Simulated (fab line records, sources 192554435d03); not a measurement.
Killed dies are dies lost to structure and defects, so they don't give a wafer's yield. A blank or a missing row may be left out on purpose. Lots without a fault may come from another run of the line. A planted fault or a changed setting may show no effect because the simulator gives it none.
fab line records | flow n5_finfet
record lots=6 wafers=18 last_day=17
route steps=1938 shown MOL_CONTACT_COAG@519 BEOL_M4@1111 PASSIVATION@1936
lots that met no fault: from a run of the same line without faults
start_h: hours from the record's first day to the start of the lot's first wafer shown | wait_h: hours since the lot's step before | " the same as in the row above | L1.1+2: a row that stands for several wafers | - no value, or no start given | * or withheld: withheld | < > ~ a bound
route shown NAME@n: a module of which the file shows steps, and the number in the route of the first | usual: mean/standard deviation of fault-free wafers | same: alike in all rows | chamber/n: place in a boat | sites: the reading at each site | _std_site: their standard deviation | _edge_site: outer sites' mean less inner sites' | radius_mm: how far each site lies from the wafer's centre | mask NAME#n: copy n | behind: the tool/chamber that last shaped the wafer | hold: why the lot was held/for how many hours/how that ended | device: the transistor (n, p or np) that didn't switch | end of line: the same wafers' tests at the end of the route | a step without rows: its recipe alone | killed: dies lost to structure and defects at the first sort, not the wafer's yield | map: a wafer's dies, x killed, . not, _ none there
set.NAME: the setting as run; set.NAME@STEP: as run at that earlier step | model.NAME: the simulator's own value behind a step, which no gauge read
lots at some steps of the route; a table a step, a row a wafer
services: from which hour (start_h, from the record's first day; less than 0 if before it) a tool's chamber was out of use, for how many hours, and why
## steps
# step N5_MOL_CONTACT_COAG_COAT_58
# recipe resist=underlayer temp_c=205 time_s=60 spin_rpm=1500 resist_thk_nm=10
# step N5_MOL_CONTACT_COAG_COAT_02
# recipe resist=CAR-EUV spin_rpm=1500 resist_thk_nm=30
# step N5_MOL_CONTACT_COAG_EBR_04
# recipe solvent=PGMEA ebr_width_mm=1.5
# step N5_MOL_CONTACT_COAG_SOFTBAKE_03
# recipe temp_c=110 time_s=60 resist=CAR-EUV
# step N5_MOL_CONTACT_COAG_EXPOSE_05
# recipe mask_id=CA na=0.33 source_shape=annular sigma_inner=0.4 sigma_outer=0.8 polarization=unpolarized defocus_nm=0 dose_mj=38.25
# step N5_MOL_CONTACT_COAG_PEB_06
# recipe peb_temp_c=100 peb_time_s=60 resist=CAR-EUV
# step N5_MOL_CONTACT_COAG_DEVELOP_07
# recipe develop_time_s=30 developer=TMAH resist=CAR-EUV rinse_liquid=surfactant_rinse dry=air_spin dev_temp_c=23
# step N5_MOL_CONTACT_COAG_CD_MEAS_08
# recipe target_cd_nm=28 landing_energy_ev=500 detector=se_inlens polarity=opening
# usual cd_nm=28.10/0.26
# columns lot.wafer tool chamber start_h wait_h cd_nm
L356.1 cd_sem-03 0 105.56 - 27.85
L356.4 " 0 " " 28.12
L356.5 " 0 " " 27.83
L358.2 cd_sem-01 0 116.25 - 28.18
L358.3 " 0 " " 28.00
L358.6 " 0 " " 27.50
L359.2 cd_sem-02 0 125.30 - 28.35
L359.4 " 0 " " 28.00
L359.5 " 0 " " 28.52
L361.1 cd_sem-02 0 137.83 - 28.10
L361.2 " 0 " " 28.01
L361.4 " 0 " " 28.11
L362.1 cd_sem-01 0 141.15 - 28.14
L362.5 " 0 " " 28.23
L362.6 " 0 " " 27.98
L367.1 cd_sem-03 0 176.06 - 28.25
L367.5 " 0 " " 28.64
L367.6 " 0 " " 28.16
# step N5_MOL_CONTACT_COAG_OVL_MEAS_09
# recipe points_per_wafer=522
# usual CA_OVL=0.1/0.63
# same points_per_wafer=522
# columns lot.wafer tool chamber start_h wait_h CA_OVL[nm]
L356.1 overlay-02 0 105.59 0.0 0.1
L356.4 " 0 " " 0.9
L356.5 " 0 " " 0.4
L358.2 overlay-02 0 116.29 0.0 1.6
L358.3 " 0 " " -0.4
L358.6 " 0 " " 1.1
L359.2 overlay-02 0 125.34 0.0 0.1
L359.4 " 0 " " 0.1
L359.5 " 0 " " -0.1
L361.1 overlay-02 0 137.86 0.0 0.0
L361.2 " 0 " " -0.2
L361.4 " 0 " " -0.4
L362.1 overlay-02 0 141.18 0.0 0.9
L362.5 " 0 " " 0.7
L362.6 " 0 " " -0.4
L367.1 overlay-02 0 176.09 0.0 0.2
L367.5 " 0 " " 0.9
L367.6 " 0 " " 0.4
# step N5_MOL_CONTACT_COAG_INSPECT_10
# recipe mode=adi inspect_instrument=brightfield
# usual raw_defect_count=73/33
# columns lot.wafer tool chamber start_h wait_h raw_defect_count
L356.1 defect_inspect-02 - 105.65 0.1 92
L356.4 " - " " 187
L356.5 " - " " 143
L358.2 defect_inspect-02 - 116.34 0.0 123
L358.3 " - " " 85
L358.6 " - " " 68
L359.2 defect_inspect-01 - 125.39 0.0 92
L359.4 " - " " 154
L359.5 " - " " 127
L361.1 defect_inspect-01 - 137.92 0.1 79
L361.2 " - " " 35
L361.4 " - " " 42
L362.1 defect_inspect-02 - 141.24 0.1 89
L362.5 " - " " 59
L362.6 " - " " 73
L367.1 defect_inspect-02 - 176.15 0.1 64
L367.5 " - " " 40
L367.6 " - " " 166
# step N5_MOL_CONTACT_COAG_DESCUM_13
# recipe chemistry=O2 time_s=7 source_power_w=50 bias_power_w=20 pressure_mtorr=20 rf_frequency_hz=2.712e+07 temp_c=40 resist=CAR-EUV o2_flow_sccm=225
# usual drypump_motor_current_A=5.7/0.43 o2_flow_sccm=225.1/0.66 oes_product_au=0.74/0.048 rf_vpp_V=243.2/1.5 showerhead_plenum_p_Torr=2.09/0.087 throttle_valve_pct=20.51/0.25
# same time_s=7
# columns lot.wafer tool chamber start_h wait_h drypump_motor_current_A o2_flow_sccm oes_product_au rf_hours_counter_h rf_vpp_V showerhead_plenum_p_Torr throttle_valve_pct
L356.1 rie_diel-04 3 105.71 0.1 5.7 224.9 0.72 186 243.9 2.17 20.76
L356.4 " 1 " " 5.3 224.3 0.74 189 244.7 2.19 20.90
L356.5 " 0 " " 5.6 223.9 0.83 - 242.8 2.04 20.05
L358.2 rie_diel-02 0 116.60 0.3 5.7 225.6 0.70 221 242.2 1.99 20.40
L358.3 " 3 " " 4.9 225.9 0.73 194 242.2 2.06 20.30
L358.6 " 1 " " 5.8 225.2 0.74 - 245.5 2.17 20.62
L359.2 rie_diel-02 1 125.97 0.6 5.8 224.9 0.74 184 242.6 2.17 20.61
L359.4 " 2 " " 6.4 225.0 0.84 51 244.8 2.24 20.43
L359.5 " 0 " " 5.8 225.9 0.71 - 240.7 1.99 20.40
L361.1 rie_diel-02 0 137.95 0.0 5.8 225.3 0.71 228 241.8 1.99 20.42
L361.2 " 1 " " 5.8 224.9 0.73 188 245.2 2.17 20.63
L361.4 " 3 " " 4.9 224.8 0.73 201 244.3 2.06 20.30
L362.1 rie_diel-05 0 141.34 0.1 5.6 226.8 0.71 193 243.7 2.09 20.91
L362.5 " 2 " " 5.5 224.2 0.74 - 244.2 2.19 20.43
L362.6 " 3 " " 6.1 224.7 0.77 - 243.1 2.08 20.41
L367.1 rie_diel-04 0 176.18 0.0 5.6 224.9 0.80 82 241.2 2.03 20.10
L367.5 " 2 " " 6.1 224.4 0.74 - 242.7 1.99 20.29
L367.6 " 3 " " 5.7 225.1 0.70 - 244.4 2.17 20.78
# step N5_MOL_CONTACT_COAG_ETCH_59
# recipe chemistry=N2/H2 target=underlayer target_depth_a=130 mask_material=CAR-EUV time_s=10.4 ion_energy_ev=200 pressure_mtorr=30 source_w=840 bias_w=150 n2_flow_sccm=200 h2_flow_sccm=200 ends=cleared
# usual bias_w=150.0/0.46 drypump_motor_current_A=5.7/0.43 etch_rf_on_time_s=10.6/0.33 oes_product_au=0.63/0.045 rf_vpp_V=523.8/2.7 showerhead_plenum_p_Torr=2.54/0.1 throttle_valve_pct=17.95/0.26
# columns lot.wafer tool chamber start_h wait_h bias_w drypump_motor_current_A etch_rf_on_time_s oes_product_au rf_hours_counter_h rf_vpp_V showerhead_plenum_p_Torr throttle_valve_pct
L356.1 rie_diel-04 3 105.75 0.0 150.6 5.8 10.5 0.61 186 525.5 2.65 18.27
L356.4 " 1 " " 149.8 5.3 10.9 0.61 189 523.7 2.64 18.18
L356.5 " 0 " " 150.2 5.6 10.5 0.70 - 521.3 2.46 17.30
L358.2 rie_diel-02 0 116.63 0.0 150.6 5.8 10.7 0.60 221 519.1 2.39 17.77
L358.3 " 3 " " 149.9 4.9 10.1 0.62 194 523.5 2.54 17.95
L358.6 " 1 " " 149.7 5.8 10.8 0.62 - 525.6 2.65 18.07
L359.2 rie_diel-02 1 126.00 0.0 150.4 5.8 10.9 0.61 184 524.9 2.65 18.08
L359.4 " 2 " " 149.7 6.4 10.2 0.74 51 527.7 2.70 17.77
L359.5 " 0 " " 150.7 5.8 10.8 0.60 - 520.4 2.39 17.78
L361.1 rie_diel-02 0 137.99 0.0 150.3 5.8 10.8 0.60 228 519.3 2.39 17.77
L361.2 " 1 " " 150.4 5.8 10.9 0.61 188 526.9 2.65 18.08
L361.4 " 3 " " 149.7 4.9 10.2 0.62 201 524.2 2.53 17.99
L362.1 rie_diel-05 0 141.37 0.0 151.0 5.6 10.9 0.60 193 524.1 2.54 18.29
L362.5 " 2 " " 149.7 5.5 10.3 0.64 - 527.1 2.65 17.84
L362.6 " 3 " " 149.9 6.1 10.3 0.66 - 522.0 2.53 17.82
L367.1 rie_diel-04 0 176.22 0.0 149.9 5.6 10.6 0.68 82 522.9 2.45 17.35
L367.5 " 2 " " 150.8 6.1 10.5 0.62 - 521.2 2.44 17.92
L367.6 " 3 " " 150.1 5.7 10.7 0.59 - 526.3 2.64 18.29
# step N5_MOL_CONTACT_COAG_ETCH_105
# recipe chemistry=CF4 target=SiARC target_depth_a=156 mask_material=CAR-EUV time_s=26 ion_energy_ev=80 pressure_mtorr=40 source_w=545 bias_w=36 Ar_flow_sccm=100 cf4_flow_sccm=100 ends=cleared
# usual bias_w=36.01/0.11 drypump_motor_current_A=5.7/0.43 etch_rf_on_time_s=26.4/0.84 oes_product_au=0.63/0.044 rf_vpp_V=183.9/1.2 showerhead_plenum_p_Torr=2.14/0.077 throttle_valve_pct=15.70/0.24
# columns lot.wafer tool chamber start_h wait_h bias_w drypump_motor_current_A etch_rf_on_time_s oes_product_au rf_hours_counter_h rf_vpp_V showerhead_plenum_p_Torr throttle_valve_pct
L356.1 rie_diel-04 3 105.77 0.0 35.97 5.7 26.5 0.61 186 185.6 2.21 15.97
L356.4 " 1 " " 35.99 5.3 27.7 0.61 189 184.1 2.23 16.00
L356.5 " 0 " " 35.95 5.6 26.5 0.70 - 183.1 2.10 15.28
L358.2 rie_diel-02 0 116.65 0.0 35.95 5.8 26.5 0.60 221 184.0 2.03 15.58
L358.3 " 3 " " 35.98 4.9 25.1 0.63 194 183.5 2.13 15.67
L358.6 " 1 " " 35.87 5.8 27.0 0.62 - 183.1 2.21 15.76
L359.2 rie_diel-02 1 126.02 0.0 46.23 5.8 24.7 0.65 184 217.7 2.21 15.76
L359.4 " 2 " " 46.30 6.3 23.2 0.77 51 216.9 2.27 15.50
L359.5 " 0 " " 46.14 5.8 24.7 0.63 - 214.9 2.03 15.60
L361.1 rie_diel-02 0 138.01 0.0 46.21 5.8 25.1 0.62 228 214.1 2.03 15.59
L361.2 " 1 " " 46.25 5.8 24.9 0.64 188 215.8 2.20 15.76
L361.4 " 3 " " 46.27 4.9 23.3 0.65 201 215.0 2.12 15.68
L362.1 rie_diel-05 0 141.39 0.0 36.05 5.6 27.6 0.60 193 184.2 2.13 15.95
L362.5 " 2 " " 36.04 5.5 26.3 0.63 - 183.9 2.21 15.47
L362.6 " 3 " " 35.95 6.1 26.0 0.65 - 185.1 2.15 15.71
L367.1 rie_diel-04 0 176.24 0.0 36.03 5.6 26.7 0.67 82 183.1 2.09 15.33
L367.5 " 2 " " 35.91 6.0 25.8 0.64 - 183.3 2.04 15.48
L367.6 " 3 " " 35.99 5.7 26.5 0.59 - 185.7 2.20 16.03
# step N5_MOL_CONTACT_COAG_ETCH_106
# recipe chemistry=N2/H2 target=SOC target_depth_a=800 overetch_a=160 mask_material=SiARC temp_c=40 time_s=120 ion_energy_ev=200 pressure_mtorr=30 source_w=840 bias_w=150 n2_flow_sccm=200 h2_flow_sccm=200
# usual bias_w=150.0/0.47 drypump_motor_current_A=5.7/0.43 oes_product_au=0.66/0.04 rf_vpp_V=523.8/2.8 showerhead_plenum_p_Torr=2.54/0.1 throttle_valve_pct=17.92/0.26
# same time_s=120
# columns lot.wafer tool chamber start_h wait_h bias_w drypump_motor_current_A oes_product_au rf_hours_counter_h rf_vpp_V showerhead_plenum_p_Torr throttle_valve_pct
L356.1 rie_diel-04 3 105.80 0.0 149.4 5.7 0.65 186 527.0 2.65 18.24
L356.4 " 1 " " 150.7 5.3 0.66 189 526.7 2.64 18.15
L356.5 " 0 " " 150.4 5.6 0.75 - 522.0 2.46 17.28
L358.2 rie_diel-02 0 116.68 0.0 149.5 5.8 0.64 221 520.4 2.39 17.74
L358.3 " 3 " " 149.9 4.9 0.65 194 521.8 2.54 17.94
L358.6 " 1 " " 149.7 5.8 0.66 - 528.3 2.65 18.04
L359.2 rie_diel-02 1 126.05 0.0 149.8 5.8 0.65 184 526.5 2.65 18.05
L359.4 " 2 " " 149.7 6.4 0.76 51 527.5 2.71 17.75
L359.5 " 0 " " 149.6 5.8 0.64 - 517.8 2.39 17.75
L361.1 rie_diel-02 0 138.04 0.0 150.0 5.8 0.64 228 521.0 2.39 17.74
L361.2 " 1 " " 149.4 5.8 0.66 188 526.7 2.65 18.05
L361.4 " 3 " " 150.3 4.9 0.64 201 524.2 2.53 17.94
L362.1 rie_diel-05 0 141.42 0.0 150.2 5.6 0.64 193 522.8 2.54 18.25
L362.5 " 2 " " 150.0 5.5 0.66 - 526.1 2.65 17.83
L362.6 " 3 " " 150.2 6.1 0.68 - 522.8 2.53 17.82
L367.1 rie_diel-04 0 176.27 0.0 150.4 5.6 0.71 82 523.4 2.45 17.32
L367.5 " 2 " " 150.2 6.1 0.66 - 521.1 2.44 17.89
L367.6 " 3 " " 149.8 5.8 0.63 - 526.3 2.64 18.28
# step N5_BEOL_M4_RC_MEAS_101
# usual DIBL_N=36.6/1.9 DIBL_P=36.7/2.2 IOFF_N=0.16/0.035 IOFF_P=0.22/0.038 ION_N=672/14 ION_P=462/8.3 SS_N=71.6/0.65 SS_P=73.5/0.72 VT_N=250/3.5 VT_P=-250/3.1
# columns lot.wafer tool chamber start_h wait_h DIBL_N[mV/V] DIBL_P[mV/V] IOFF_N[nA/um] IOFF_P[nA/um] ION_N[uA/um] ION_P[uA/um] SS_N[mV/dec] SS_P[mV/dec] VT_N[mV] VT_P[mV]
L356.1 prober-02 0 213.09 0.0 37.2 37.7 0.17 0.23 687 473 71.9 73.8 248 -251
L356.4 " 0 " " 37.3 38.8 0.18 0.25 663 464 72.0 73.3 249 -246
L356.5 " 0 " " 34.1 34.8 0.12 0.18 682 464 71.7 73.3 255 -252
L358.2 prober-02 0 223.06 0.2 40.4 41.0 0.23 0.28 669 458 72.8 73.7 247 -247
L358.3 " 0 " " 31.4 31.7 0.08 0.14 641 456 70.6 72.0 259 -252
L358.6 " 0 " " 38.7 39.8 0.19 0.27 682 472 72.1 74.0 246 -245
L359.2 prober-02 0 226.61 0.2 34.6 34.5 0.13 0.19 665 455 71.6 73.2 252 -251
L359.4 " 0 " " 37.6 39.3 0.20 0.27 708 481 72.0 75.1 247 -246
L359.5 " 0 " " 34.7 34.1 0.14 0.18 654 456 71.1 73.0 252 -252
L361.1 prober-01 0 238.46 0.0 37.5 37.2 0.16 0.23 672 461 71.6 73.0 251 -250
L361.2 " 0 " " 34.7 34.3 0.12 0.17 664 463 71.3 72.4 255 -253
L361.4 " 0 " " 36.8 36.2 0.15 0.21 669 461 71.6 72.9 250 -251
L362.1 prober-02 0 249.12 0.0 35.6 36.2 0.14 0.20 654 455 71.2 72.7 252 -253
L362.5 " 0 " " 36.5 36.0 0.14 0.19 669 463 71.6 72.9 252 -251
L362.6 " 0 " " 35.6 35.9 0.13 0.19 660 450 71.8 73.9 254 -251
L367.1 prober-02 0 279.58 0.0 35.7 36.3 0.14 0.20 675 469 72.0 73.0 254 -251
L367.5 " 0 " " 35.3 36.2 0.14 0.20 676 470 70.9 72.9 252 -250
L367.6 " 0 " " 37.5 39.4 0.17 0.24 663 452 71.9 74.2 250 -249
# step N5_PASSIVATION_PROBE_49
# usual defect_limited_yield=91.6/1.4 killed_at_M0_to_M3=35/10 killed_at_M4_up=13/4.8 killed_at_contacts=12/7.2 killed_at_front_end=36/12 killed_at_other=4/3.1 killed_dies=100/17 killed_open=66/13 killed_short=32/7.3 sort_bin_5_function=5.0/0.94 sort_bin_6_memory=3.1/0.67 sort_bin_8_speed=0.01/0.047 sort_n_pass=1080/17 sort_yield_pct=91.6/1.4
# same gross_dies=1180 killed_at_back_side=0 sort_bin_4_leakage[%]=0
# columns lot.wafer tool chamber start_h wait_h defect_limited_yield[%] killed_at_M0_to_M3 killed_at_M4_up killed_at_contacts killed_at_front_end killed_at_other killed_dies killed_open killed_short sort_bin_5_function[%] sort_bin_6_memory[%] sort_bin_8_speed[%] sort_n_pass sort_yield_pct[%]
L362.1 prober-02 - 375.70 0.0 93.6 26 16 8 23 2 75 46 27 3.6 2.3 0 1105 93.6
L362.5 prober-02 - 375.90 0.2 94.3 28 11 8 20 0 67 43 24 3.4 1.9 0 1113 94.3
L362.6 prober-02 - 375.95 0.3 93.2 35 6 4 34 1 80 53 21 4.1 1.6 0 1100 93.2
L367.5 prober-02 - 407.37 0.2 90.3 49 14 11 38 2 114 77 36 6.0 3.1 0 1066 90.3
# killed by level:class
L362.1 BEOL_M2:geometric_particle:open=12 BEOL_M4:geometric_particle:open=6 MOL_CONTACT_COAG:geometric_particle:open=6 BEOL_M4:geometric_particle:short=5 BEOL_M3:geometric_particle:open=4 STARTING-WAFER:geometric_particle:short=4 FIN_SAQP:geometric_particle:short=3 GATE_CUT:geometric_particle:short=3
L362.5 BEOL_M0_SAQP:geometric_particle:open=7 MOL_CONTACT_COAG:geometric_particle:open=6 BEOL_M1:geometric_particle:open=6 BEOL_M0_SAQP:geometric_particle:short=5 BEOL_M4:geometric_particle:open=4 STARTING-WAFER:geometric_particle:short=4 FIN_SAQP:geometric_particle:open=3 DUMMY_GATE:geometric_particle:open=3
L362.6 BEOL_M2:geometric_particle:open=11 STI_FIN_REVEAL:geometric_particle:open=10 BEOL_M3:geometric_particle:open=9 BEOL_M0_SAQP:geometric_particle:short=6 HKMG_FIN:area_etch=6 STARTING-WAFER:geometric_particle:open=4 FIN_SAQP:geometric_particle:open=3 STI_FIN_REVEAL:geometric_particle:short=3
L367.5 BEOL_M0_SAQP:geometric_particle:short=14 BEOL_M0_SAQP:geometric_particle:open=12 BEOL_M2:geometric_particle:open=12 FIN_SAQP:geometric_particle:open=10 STI_FIN_REVEAL:geometric_particle:open=7 MOL_CONTACT_COAG:geometric_particle:open=7 BEOL_M4:geometric_particle:open=6 MOL_CONTACT_COAG:geometric_particle:short=4
## services
# columns tool chamber start_h hours kind
rie_diel-05 - 117.75 0.6 repair
rie_diel-05 - 126.84 0.3 repair
rie_diel-04 0 146.11 2.5 repair
## key
first_sign step=N5_MOL_CONTACT_COAG_ETCH_105 reading=bias_w direction=up sigmas=95 usual=* struck=*
effect step=N5_MOL_CONTACT_COAG_ETCH_105 reading=rf_vpp_V direction=up sigmas=26 usual=183.9 struck=215.7
met_at N5_MOL_CONTACT_COAG_ETCH_105
struck_wafers L359.2,L359.4,L359.5,L361.1,L361.2,L361.4
onset_between 116.65 126.02
fault kind=process_parameter_drift tool=rie_diel-02 chamber=- onset_h=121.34 steps=N5_MOL_CONTACT_COAG_ETCH_105 channel=bias_w offset=* shape=step end_h=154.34 acts_in=* stated=*
